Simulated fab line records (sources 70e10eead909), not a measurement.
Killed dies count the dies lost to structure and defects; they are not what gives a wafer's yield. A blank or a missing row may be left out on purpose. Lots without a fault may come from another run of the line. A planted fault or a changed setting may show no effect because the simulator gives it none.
fab line records | flow nand-harc
record: lots: 13 | wafers: 39 | last-day: 24
route steps=1159 shown A_CONTACT@911 THIN_TSV@1126 END@1159
lots that met no fault: from a run of the same line without faults
start-h: the number of hours between the record's first day and the start of the first shown wafer of the lot | wait-h: how many hours have passed since the lot's step before this one | " same as the row above | L1.1+2: a single row standing in for several wafers | - either no value or no given start | * or withheld: withheld | < > ~ a bound
route shown NAME@n: names a module that has steps shown in the file, with the first one's number in the route | usual: mean/standard deviation taken from wafers without a fault | same: alike in all rows | chamber/n: place in a boat | sites: readings site by site | _std_site: the standard deviation of these | _edge_site: outer sites' mean less inner sites' | radius-mm: for every site, how far away it sits from the centre of the wafer | mask NAME#n: copy n | behind: the last tool/chamber to shape the wafer | hold: reason for holding the lot/hours on hold/outcome of the hold | device: names the non-switching transistor (n, p or np) | end of line: the route-end tests of the same wafers | where a step has no rows: the recipe by itself | killed: dies lost to structure and defects at the first sort, not the wafer's yield | map: a wafer's dies, marking killed ones x, the rest . and places with no die _
set.NAME: the run value of the setting; set.NAME@STEP: its run value at that earlier step | model.NAME: the simulator's own value behind a step, which no gauge read
the route's steps for a sample of lots (tables are steps, rows are wafers)
services: a tool's chamber out of use, with start hour (start-h, from the record's first day; less than 0 if before it), hours out, and reason
== steps ==
step: NHARC_A_CONTACT_ETCH_131
recipe: source-w: withheld | pressure-mtorr: 20 | bias-v: 1200 | time-s: 155 | target-depth-a: 9560 | ar-flow-sccm: withheld | c4f8-flow-sccm: withheld | o2-flow-sccm: withheld | chemistry: C4F8/O2/Ar
usual: oes-air-line-au: 1.002/0.021
lot.wafer | tool            | chamber | start-h | wait-h | oes-air-line-au | rf-hours-counter-h
L674.3    | har-cap-etch-03 | 0       | 381.05  | 0.1    | 1.040           | -
L674.4    | "               | 1       | "       | "      | 1.004           | -
L674.6    | "               | 0       | "       | "      | 0.971           | -
L678.2    | har-cap-etch-03 | 1       | 388.75  | 0.1    | 1.011           | 86
L678.6    | "               | 1       | "       | "      | 0.989           | -
L678.5    | "               | 0       | "       | "      | 1.045           | -
L676.2    | har-cap-etch-01 | 0       | 392.24  | 0.1    | 0.959           | 59
L676.3    | "               | 1       | "       | "      | 1.009           | -
L676.6    | "               | 0       | "       | "      | 0.996           | -
L677.1    | har-cap-etch-03 | 0       | 395.35  | 0.1    | 0.979           | 87
L677.4    | "               | 1       | "       | "      | 0.999           | -
L677.6    | "               | 0       | "       | "      | 1.013           | -
L680.2    | har-cap-etch-02 | 1       | 426.23  | 0.1    | 1.022           | 17
L680.3    | "               | 1       | "       | "      | 1.010           | -
L680.5    | "               | 1       | "       | "      | 0.981           | -
L681.2    | har-cap-etch-03 | 1       | 426.86  | 0.1    | 1.007           | 90
L681.1    | "               | 0       | "       | "      | 0.998           | 90
L681.5    | "               | 1       | "       | "      | 0.999           | -
L682.2    | har-cap-etch-03 | 0       | 433.21  | 0.1    | 0.997           | 91
L682.1    | "               | 1       | "       | "      | 0.997           | 91
L682.4    | "               | 1       | "       | "      | 0.998           | -
L683.1    | har-cap-etch-01 | 0       | 434.15  | 0.1    | 1.011           | 65
L683.4    | "               | 1       | "       | "      | 1.005           | -
L683.5    | "               | 1       | "       | "      | 1.062           | -
L679.3    | har-cap-etch-01 | 0       | 437.88  | 0.1    | 1.012           | -
L679.4    | "               | 1       | "       | "      | 0.996           | -
L679.6    | "               | 0       | "       | "      | 1.010           | -
L684.4    | har-cap-etch-03 | 1       | 440.21  | 0.2    | 1.006           | -
L684.3    | "               | 0       | "       | "      | 0.995           | -
L684.6    | "               | 1       | "       | "      | 0.983           | -
L689.4    | har-cap-etch-03 | 0       | 485.94  | 0.1    | 1.013           | -
L689.6    | "               | 1       | "       | "      | 1.010           | -
L689.5    | "               | 0       | "       | "      | 0.983           | -
L692.2    | har-cap-etch-03 | 1       | 496.29  | 0.1    | 0.986           | 103
L692.3    | "               | 1       | "       | "      | 0.987           | -
L692.6    | "               | 1       | "       | "      | 0.993           | -
L696.1    | har-cap-etch-02 | 0       | 519.07  | 0.1    | 0.991           | 35
L696.4    | "               | 1       | "       | "      | 1.042           | -
L696.3    | "               | 0       | "       | "      | 1.004           | -
step: NHARC_THIN_TSV_STRIP_62
recipe: power-w: 1500 | temp-c: 250 | time-s: 20 | chemistry: N2/H2
usual: drypump-motor-current-A: 5.8/0.59 | heater-power-w: 331/31
lot.wafer | tool            | chamber | start-h | wait-h | drypump-motor-current-A | heater-power-w | rf-hours-counter-h
L674.4    | plasma-asher-01 | 0       | 436.59  | -      | 5.5                     | 383            | -
L674.3    | "               | 1       | "       | "      | 6.0                     | 330            | -
L674.6    | "               | 0       | "       | "      | 5.5                     | 394            | -
L678.2    | plasma-asher-02 | 0       | 438.92  | -      | 6.6                     | 324            | 22
L678.5    | "               | 0       | "       | "      | 6.6                     | 322            | -
L678.6    | "               | 1       | "       | "      | 5.0                     | 298            | -
L677.1    | plasma-asher-02 | 1       | 442.08  | -      | 4.9                     | 296            | 23
L677.4    | "               | 0       | "       | "      | 6.6                     | 321            | -
L677.6    | "               | 0       | "       | "      | 6.6                     | 315            | -
L676.2    | plasma-asher-01 | 0       | 443.25  | -      | 5.5                     | 384            | 57
L676.3    | "               | 0       | "       | "      | 5.5                     | 387            | -
L676.6    | "               | 1       | "       | "      | 6.1                     | 325            | -
L680.2    | plasma-asher-01 | 1       | 472.76  | -      | 6.0                     | 328            | 2
L680.3    | "               | 1       | "       | "      | 6.1                     | 322            | -
L680.5    | "               | 1       | "       | "      | 6.0                     | 330            | -
L681.1    | plasma-asher-02 | 1       | 474.59  | -      | 5.0                     | 298            | 35
L681.2    | "               | 0       | "       | "      | 6.7                     | 319            | 35
L681.5    | "               | 0       | "       | "      | 6.6                     | 316            | -
L679.3    | plasma-asher-02 | 0       | 483.40  | -      | 6.6                     | 316            | -
L679.4    | "               | 1       | "       | "      | 5.0                     | 292            | -
L679.6    | "               | 1       | "       | "      | 4.9                     | 303            | -
L683.1    | plasma-asher-02 | 0       | 484.75  | -      | 6.6                     | 316            | 39
L683.4    | "               | 1       | "       | "      | 5.0                     | 293            | -
L683.5    | "               | 1       | "       | "      | 5.0                     | 298            | -
L682.1    | plasma-asher-01 | 0       | 485.67  | -      | 5.5                     | 377            | 7
L682.2    | "               | 1       | "       | "      | 6.1                     | 325            | 7
L682.4    | "               | 1       | "       | "      | 6.1                     | 316            | -
L684.4    | plasma-asher-01 | 1       | 487.00  | -      | 6.1                     | 328            | -
L684.3    | "               | 0       | "       | "      | 5.5                     | 377            | -
L684.6    | "               | 1       | "       | "      | 6.0                     | 319            | -
L689.4    | plasma-asher-01 | 1       | 538.17  | -      | 6.1                     | 315            | -
L689.5    | "               | 0       | "       | "      | 5.5                     | 381            | -
L689.6    | "               | 1       | "       | "      | 6.1                     | 323            | -
L692.2    | plasma-asher-01 | 1       | 544.35  | -      | 6.0                     | 315            | 30
L692.3    | "               | 0       | "       | "      | 5.5                     | 367            | -
L692.6    | "               | 1       | "       | "      | 6.0                     | 324            | -
L696.1    | plasma-asher-01 | 1       | 568.42  | -      | 6.1                     | 326            | 41
L696.4    | "               | 0       | "       | "      | 5.6                     | 373            | -
L696.3    | "               | 1       | "       | "      | 6.1                     | 315            | -
step: NHARC_THIN_TSV_PVD_19
recipe: target-thk-a: 200 | chamber-pressure-pa: 5 | material: TaN
usual: throttle-valve-pct: 29.7/0.95
lot.wafer | tool           | chamber | start-h | wait-h | throttle-valve-pct
L674.4    | pvd-sputter-02 | -       | -       | -      | 28.8
L674.3    | "              | -       | "       | "      | 28.6
L674.6    | "              | -       | "       | "      | 28.7
L678.2    | pvd-sputter-02 | -       | -       | -      | 30.1
L678.6    | "              | -       | "       | "      | 28.7
L678.5    | "              | -       | "       | "      | 28.8
L677.1    | pvd-sputter-02 | -       | -       | -      | 28.3
L677.4    | "              | -       | "       | "      | 28.7
L677.6    | "              | -       | "       | "      | 28.6
L676.2    | pvd-sputter-01 | -       | -       | -      | 31.2
L676.3    | "              | -       | "       | "      | 29.9
L676.6    | "              | -       | "       | "      | 30.4
L680.2    | pvd-sputter-02 | -       | -       | -      | 29.9
L680.3    | "              | -       | "       | "      | 28.8
L680.5    | "              | -       | "       | "      | 28.4
L681.2    | pvd-sputter-02 | -       | -       | -      | 28.5
L681.1    | "              | -       | "       | "      | 29.8
L681.5    | "              | -       | "       | "      | 28.7
L679.3    | pvd-sputter-01 | -       | -       | -      | 30.7
L679.4    | "              | -       | "       | "      | 30.5
L679.6    | "              | -       | "       | "      | 31.1
L683.4    | pvd-sputter-01 | -       | -       | -      | 30.2
L683.1    | "              | -       | "       | "      | 29.5
L683.5    | "              | -       | "       | "      | 30.8
L682.2    | pvd-sputter-01 | -       | -       | -      | 29.9
L682.1    | "              | -       | "       | "      | 30.4
L682.4    | "              | -       | "       | "      | 29.6
L684.4    | pvd-sputter-01 | -       | -       | -      | 30.9
L684.3    | "              | -       | "       | "      | 30.3
L684.6    | "              | -       | "       | "      | 31.3
L689.4    | pvd-sputter-03 | -       | -       | -      | 30.8
L689.5    | "              | -       | "       | "      | 29.0
L689.6    | "              | -       | "       | "      | 30.6
L692.2    | pvd-sputter-03 | -       | -       | -      | 30.6
L692.3    | "              | -       | "       | "      | 30.6
L692.6    | "              | -       | "       | "      | 30.8
L696.4    | pvd-sputter-01 | -       | -       | -      | 30.0
L696.1    | "              | -       | "       | "      | 31.3
L696.3    | "              | -       | "       | "      | 29.4
step: NHARC_THIN_TSV_CMP_21
recipe: t-overpolish-s: 30 | target-thk-nm: 2000
usual: edge-zone-pressure-frac: 1.000/0.0053 | motor-current-A: 12.3/1.4 | overpolish-run-s: 30.001/0.0093 | pad-life-wafers: 311/170
lot.wafer | tool   | chamber | start-h | wait-h | edge-zone-pressure-frac | motor-current-A | overpolish-run-s | pad-life-wafers
L674.4    | cmp-04 | 2       | 438.30  | -      | 1.005                   | 12.2            | 29.997           | 283
L674.3    | "      | 3       | "       | "      | 0.994                   | 11.1            | 29.990           | 284
L674.6    | "      | 1       | "       | "      | 1.001                   | 12.0            | 30.003           | -
L678.2    | cmp-03 | 3       | 440.66  | -      | 1.005                   | 11.6            | 29.993           | 528
L678.5    | "      | 3       | "       | "      | 1.004                   | 11.6            | 29.996           | -
L678.6    | "      | 0       | "       | "      | 1.000                   | 12.5            | 30.000           | -
L677.4    | cmp-04 | 1       | 443.83  | -      | 0.996                   | 11.8            | 29.996           | 320
L677.1    | "      | 2       | "       | "      | 0.985                   | 12.4            | 29.992           | 321
L677.6    | "      | 0       | "       | "      | 0.994                   | 13.6            | 29.996           | -
L676.2    | cmp-04 | 1       | 445.01  | -      | 0.999                   | 11.9            | 29.989           | 337
L676.3    | "      | 2       | "       | "      | 1.003                   | 12.2            | 29.991           | 338
L676.6    | "      | 1       | "       | "      | 1.007                   | 12.1            | 30.005           | -
L680.3    | cmp-03 | 2       | 474.49  | -      | 1.008                   | 12.6            | 30.023           | 128
L680.2    | "      | 3       | "       | "      | 0.996                   | 11.7            | 30.016           | 129
L680.5    | "      | 0       | "       | "      | 1.000                   | 11.9            | 29.996           | -
L681.2    | cmp-04 | 2       | 476.29  | -      | 0.994                   | 11.7            | 30.008           | 558
L681.1    | "      | 0       | "       | "      | 0.996                   | 12.6            | 29.995           | 560
L681.5    | "      | 2       | "       | "      | 0.988                   | 12.1            | 30.000           | -
L679.3    | cmp-03 | 2       | 485.06  | -      | 1.007                   | 12.8            | 30.005           | 193
L679.4    | "      | 3       | "       | "      | 1.006                   | 12.2            | 30.015           | 194
L679.6    | "      | 2       | "       | "      | 1.003                   | 12.7            | 29.990           | -
L683.4    | cmp-01 | 2       | 486.48  | -      | 0.992                   | 10.2            | 29.997           | 31
L683.1    | "      | 0       | "       | "      | 0.998                   | 10.9            | 30.019           | 33
L683.5    | "      | 2       | "       | "      | 0.996                   | 10.5            | 30.020           | -
L682.1    | cmp-01 | 1       | 487.37  | -      | 1.005                   | 15.1            | 30.010           | 36
L682.4    | "      | 2       | "       | "      | 0.990                   | 10.9            | 30.016           | 37
L682.2    | "      | 3       | "       | "      | 1.002                   | 15.0            | 30.008           | 38
L684.4    | cmp-04 | 1       | 488.67  | -      | 1.001                   | 11.9            | 29.992           | 606
L684.3    | "      | 2       | "       | "      | 1.006                   | 12.3            | 29.984           | 607
L684.6    | "      | 2       | "       | "      | 0.997                   | 11.9            | 30.007           | -
L689.4    | cmp-04 | 2       | 539.89  | -      | 1.011                   | 11.5            | 29.993           | 255
L689.6    | "      | 3       | "       | "      | 1.005                   | 11.1            | 30.006           | -
L689.5    | "      | 0       | "       | "      | 1.008                   | 12.2            | 30.013           | -
L692.2    | cmp-03 | 2       | 546.10  | -      | 1.003                   | 12.9            | 29.994           | 590
L692.3    | "      | 3       | "       | "      | 0.997                   | 11.6            | 30.004           | 591
L692.6    | "      | 0       | "       | "      | 1.003                   | 12.4            | 29.989           | -
L696.3    | cmp-03 | 1       | 570.24  | -      | 1.006                   | 11.2            | 29.998           | 108
L696.1    | "      | 2       | "       | "      | 1.004                   | 13.3            | 30.009           | 109
L696.4    | "      | 0       | "       | "      | 0.990                   | 12.5            | 29.995           | 111
step: NHARC_END_SORT_01
recipe: temp-c: 25
usual: killed-at-array: 25/9.5 | killed-at-other: 0.8/1.2 | killed-at-periphery: 3.4/2.2 | killed-dies: 29/10 | killed-open: 3.3/1.8 | killed-short: 2.1/1.4
same: gross-dies: 677
lot.wafer | tool      | chamber | start-h | wait-h | killed-at-array | killed-at-other | killed-at-periphery | killed-dies | killed-open | killed-short
L677.1    | prober-01 | 0       | 465.09  | 2.5    | 21              | 0               | 3                   | 24          | 2           | 3
L677.4    | prober-01 | 0       | 467.44  | 3.4    | 28              | 0               | 1                   | 29          | 2           | 1
L677.6    | prober-01 | 0       | 469.01  | 3.9    | 26              | 0               | 5                   | 31          | 4           | 2
L682.1    | prober-02 | 0       | 495.38  | 2.5    | 16              | 1               | 2                   | 19          | 4           | 1
L682.2    | prober-02 | 0       | 496.18  | 2.8    | 15              | 1               | 0                   | 16          | 2           | 1
L682.4    | prober-02 | 0       | 497.78  | 3.4    | 13              | 0               | 3                   | 16          | 4           | 4
L689.4    | prober-01 | 0       | 555.87  | 3.4    | 71              | 0               | 5                   | 76          | 8           | 1
L689.5    | prober-01 | 0       | 556.66  | 3.7    | 83              | 0               | 6                   | 89          | 6           | 3
L689.6    | prober-01 | 0       | 557.45  | 4.0    | 73              | 0               | 3                   | 76          | 4           | 3
L692.2    | prober-02 | 0       | 559.03  | 2.8    | 84              | 0               | 2                   | 86          | 2           | 4
L692.3    | prober-02 | 0       | 559.84  | 3.1    | 77              | 0               | 0                   | 77          | 3           | 1
L692.6    | prober-02 | 0       | 562.26  | 4.0    | 86              | 1               | 0                   | 87          | 5           | 1
killed by level:class
L677.1 A_SLIT:chamber-film-flake=7 A_CHANNEL_HOLE_D1:chamber-film-flake=6 A_CONTACT:chamber-film-flake=3 A_SGD_CUT:geometric-particle:short=2 P_GATE:geometric-particle:open=1 P_M0:geometric-particle:open=1 A_ONON_D1:geometric-particle:short=1 P_STI:chamber-film-flake=1
L677.4 A_CHANNEL_HOLE_D1:chamber-film-flake=13 A_SLIT:chamber-film-flake=7 A_CHANNEL_FILL_D1:chamber-film-flake=2 A_STAIRCASE:chamber-film-flake=2 A_CHANNEL_FILL_D1:geometric-particle:open=1 A_SGD_CUT:geometric-particle:open=1 A_M1:geometric-particle:short=1 P_STI:chamber-film-flake=1
L677.6 A_CHANNEL_HOLE_D1:chamber-film-flake=12 A_SLIT:chamber-film-flake=8 P_STI:chamber-film-flake=4 A_BLC:geometric-particle:open=2 P_GATE:geometric-particle:short=1 A_SOURCE_PLATE:geometric-particle:open=1 A_ONON_D1:geometric-particle:open=1 A_ONON_D1:geometric-particle:short=1
L682.1 A_CONTACT:chamber-film-flake=5 A_CHANNEL_HOLE_D1:chamber-film-flake=3 A_WL_FILL:chamber-film-flake=2 P_CONTACT:geometric-particle:open=1 A_SLIT:geometric-particle:open=1 A_WL_FILL:geometric-particle:short=1 A_WL_FILL:geometric-particle:open=1 A_CONTACT:geometric-particle:open=1
L682.2 A_CHANNEL_HOLE_D1:chamber-film-flake=5 A_CONTACT:chamber-film-flake=4 A_CHANNEL_FILL_D1:geometric-particle:open=2 A_WL_FILL:chamber-film-flake=2 A_CONTACT:geometric-particle:short=1 A_ZERO_WELL:chamber-film-flake=1 THIN_TSV:chamber-film-flake=1
L682.4 A_CONTACT:chamber-film-flake=3 P_M0:geometric-particle:open=2 A_CHANNEL_FILL_D1:geometric-particle:short=2 A_CHANNEL_FILL_D1:chamber-film-flake=2 A_WL_FILL:chamber-film-flake=2 P_GATE:geometric-particle:open=1 A_SGD_CUT:geometric-particle:short=1 A_WL_FILL:geometric-particle:short=1
L689.4 A_CONTACT:unspecified=58 A_CHANNEL_HOLE_D1:chamber-film-flake=6 P_M0:geometric-particle:open=3 A_CONTACT:geometric-particle:open=2 P_CONTACT:geometric-particle:open=1 A_ONON_D1:geometric-particle:open=1 A_SGD_CUT:geometric-particle:open=1 A_CONTACT:geometric-particle:short=1
L689.5 A_CONTACT:unspecified=57 A_CHANNEL_HOLE_D1:chamber-film-flake=11 A_STAIRCASE:chamber-film-flake=6 A_CONTACT:geometric-particle:open=3 A_WL_FILL:chamber-film-flake=2 A_ZERO_WELL:chamber-film-flake=2 P_CONTACT:geometric-particle:open=1 P_CONTACT:geometric-particle:short=1
L689.6 A_CONTACT:unspecified=59 A_CHANNEL_HOLE_D1:chamber-film-flake=4 A_STAIRCASE:chamber-film-flake=3 P_M0:geometric-particle:open=2 A_M0:geometric-particle:short=2 A_WL_FILL:chamber-film-flake=2 P_CONTACT:geometric-particle:open=1 A_SGD_CUT:geometric-particle:short=1
L692.2 A_CONTACT:unspecified=53 A_CHANNEL_HOLE_D1:chamber-film-flake=22 P_M2:chamber-film-flake=2 A_ONON_D1:geometric-particle:short=1 A_ONON_D1:geometric-particle:open=1 A_CHANNEL_FILL_D1:geometric-particle:short=1 A_CONTACT:geometric-particle:open=1 A_CONTACT:geometric-particle:short=1
L692.3 A_CONTACT:unspecified=52 A_CHANNEL_HOLE_D1:chamber-film-flake=15 A_STAIRCASE:chamber-film-flake=3 A_M0:geometric-particle:open=2 A_SLIT:chamber-film-flake=2 A_WL_FILL:geometric-particle:short=1 A_CONTACT:geometric-particle:open=1 A_M0:chamber-film-flake=1
L692.6 A_CONTACT:unspecified=52 A_CHANNEL_HOLE_D1:chamber-film-flake=24 A_M0:geometric-particle:open=2 A_STAIRCASE:chamber-film-flake=2 A_WL_FILL:chamber-film-flake=2 A_CHANNEL_FILL_D1:geometric-particle:short=1 A_CONTACT:geometric-particle:open=1 A_BLC:geometric-particle:open=1
== services ==
tool            | chamber | start-h | hours | kind
plasma-asher-02 | -       | 360.00  | 9.0   | pm
cmp-04          | -       | 366.21  | 0.3   | repair
cmp-01          | -       | 371.39  | 1.8   | repair
cmp-01          | -       | 378.75  | 4.0   | pm
plasma-asher-02 | -       | 393.59  | 4.7   | repair
cmp-03          | -       | 396.31  | 0.9   | repair
pvd-sputter-02  | -       | 396.88  | 10.0  | pm
cmp-04          | -       | 399.01  | 4.0   | pm
cmp-01          | -       | 402.56  | 51.9  | repair
har-cap-etch-02 | -       | 403.29  | 0.7   | repair
cmp-03          | -       | 405.13  | 1.8   | repair
har-cap-etch-02 | -       | 409.52  | 0.7   | repair
cmp-04          | -       | 444.16  | 0.4   | repair
plasma-asher-02 | -       | 449.43  | 2.6   | repair
cmp-03          | -       | 450.14  | 4.0   | pm
plasma-asher-01 | -       | 453.74  | 9.0   | pm
cmp-04          | -       | 497.01  | 4.0   | pm
plasma-asher-02 | -       | 498.93  | 1.8   | repair
cmp-04          | -       | 502.41  | 1.1   | repair
pvd-sputter-01  | -       | 514.02  | 10.0  | pm
plasma-asher-02 | -       | 537.00  | 9.0   | pm
har-cap-etch-03 | -       | 545.07  | 17.0  | pm
cmp-03          | -       | 548.14  | 4.0   | pm
cmp-04          | -       | 566.11  | 0.7   | repair
== key ==
first-sign: step: NHARC_END_SORT_01 | reading: killed-at-array | direction: up | sigmas: 5.7 | usual: 25 | struck: 79
effect: step: NHARC_END_SORT_01 | reading: killed-dies | direction: up | sigmas: 5.1 | usual: 29 | struck: 82
more-kills-born-at: NHARC_A_CONTACT_ETCH_131@har-cap-etch-03: 324
met-at NHARC_A_CONTACT_ETCH_131
struck-lots L689,L692
tester-left-out L689,L692
not-acting-at NHARC_THIN_TSV_STRIP_62,NHARC_THIN_TSV_PVD_19,NHARC_THIN_TSV_CMP_21
onset-between 440.21 485.94
fault: kind: chamber-particle-source | tool: har-cap-etch-03 | chamber: - | onset-h: 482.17 | steps: NHARC_A_CONTACT_ETCH_131 | rate-per-visit-cm2: 0.72247 | end-h: 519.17
tester-left-out: of these lots the tester's yield and bins aren't shown, on N5 and GAA mostly nor the transistor test; their killed dies are dies lost to structure and defects alone, not to doping, threshold or leakage, so they don't give the yield
